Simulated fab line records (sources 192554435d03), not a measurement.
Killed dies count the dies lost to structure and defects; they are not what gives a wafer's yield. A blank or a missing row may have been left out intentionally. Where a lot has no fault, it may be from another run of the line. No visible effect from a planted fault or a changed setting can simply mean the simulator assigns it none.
Problem report in the 8D (eight disciplines) form, filled by code / flow n5Finfet / the parts of the form that need people (team, actions taken, sign-off) are left out

== 1. THE PROBLEM ==
rfFwdPowerW at N5_GATE_CUT_ETCH_56 reads a mean of 452.9 W on 6 wafers of 2 lots; wafers without a fault read 596.1 W with a standard deviation of 1.9. That puts it -75 standard deviations away from the usual mean.
The step: etches TiN in Cl2/Ar, target depth 21.6 nm.
The first sign was on wafer L431.2 at day 6 16:14, on rieMetal-03. The record has a number at this step for 18 wafers belonging to 6 lots. Rule for "out" (also "out of limits"): further than 4 standard deviations from the usual mean. Any other wafer with a number is counted as sound.

== 2. WHAT IT IS; WHAT IT IS NOT ==
question=which readings at this step | is=rfFwdPowerW | is not=oesProductAu, throttleValvePct
question=which lots | is=L431, L437 | is not=L423, L433, L443, L444
question=which wafers of those lots | is=all that have a number | is not=-
question=read on which tools | is=rieMetal-03 | is not=rieMetal-01, rieMetal-02
question=when | is=from day 6 16:14 | is not=up to then (3 sound wafers); but 9 sound wafers of L433, L443, L444 came after

== 3. SUSPECTS, AND WHAT RULES EACH OUT ==
Counting: any tool at a process step up to the reading is kept as a suspect provided that every lot that is out went through it and no sound lot did after the first of them.
- rieMetal-02 at N5_HKMG_FIN_ETCHBACK_68 (etches the open film in Cl2/Ar, stops on HfO2, target depth 0.5 nm): kept. It ran every lot that is out, first L431 (day 6 14:10), and no sound lot after that.
- cvdW-02 at N5_HKMG_FIN_W_FILL_22 (material W, target thk 60 nm, time 18.2 s): ruled out as a lasting fault. The sound lots L433, L443, L444 went through it after L431, its earliest lot that is out (day 6 15:07).
- rieMetal-03 at N5_GATE_CUT_ETCH_56 (etches TiN in Cl2/Ar, target depth 21.6 nm): kept. All lots that are out passed through it, beginning with L431 at day 6 16:14, and no sound lot followed; its final sound lot before that point was L423 at day 4 16:43. Its own rfFwdPowerW readings are out on those wafers.
After counting, rieMetal-02 at N5_HKMG_FIN_ETCHBACK_68 and rieMetal-03 at N5_GATE_CUT_ETCH_56 remain.

== 4. THE CAUSE (what the simulator had put in) ==
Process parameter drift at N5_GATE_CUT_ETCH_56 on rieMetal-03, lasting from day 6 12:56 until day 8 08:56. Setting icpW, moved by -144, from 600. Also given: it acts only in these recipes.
Of the 2 suspects that counting leaves, this tool is one.

== 5. THE EFFECT CHAIN, in route order ==
Rows list readings where the struck wafers' mean (over those with a number) sits beyond 3 standard deviations from the usual. Scope: only readings with a usual standard deviation given in the record; hours: median across lots of the time from each lot's start at the first step in this table that gives one to its start at this step; sigmas: change in usual standard deviations.
hours=0; step=N5_GATE_CUT_ETCH_56; reading=rfFwdPowerW; usual=596.1 W; on struck wafers=452.9; change=-143.2; sigmas=-75
Process steps it contains:
- N5_GATE_CUT_ETCH_56: etches TiN in Cl2/Ar, target depth 21.6 nm.
At these later measuring or inspecting steps, every struck wafer for which the step has a row has a number for every such reading, and none has moved that far: N5_BEOL_M4_RC_MEAS_101.

== 6. HOW IT WOULD HAVE BEEN CAUGHT EARLIER ==
In this record the first reading out of limits was taken at day 6 16:14, 3 hours after the fault began at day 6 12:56.
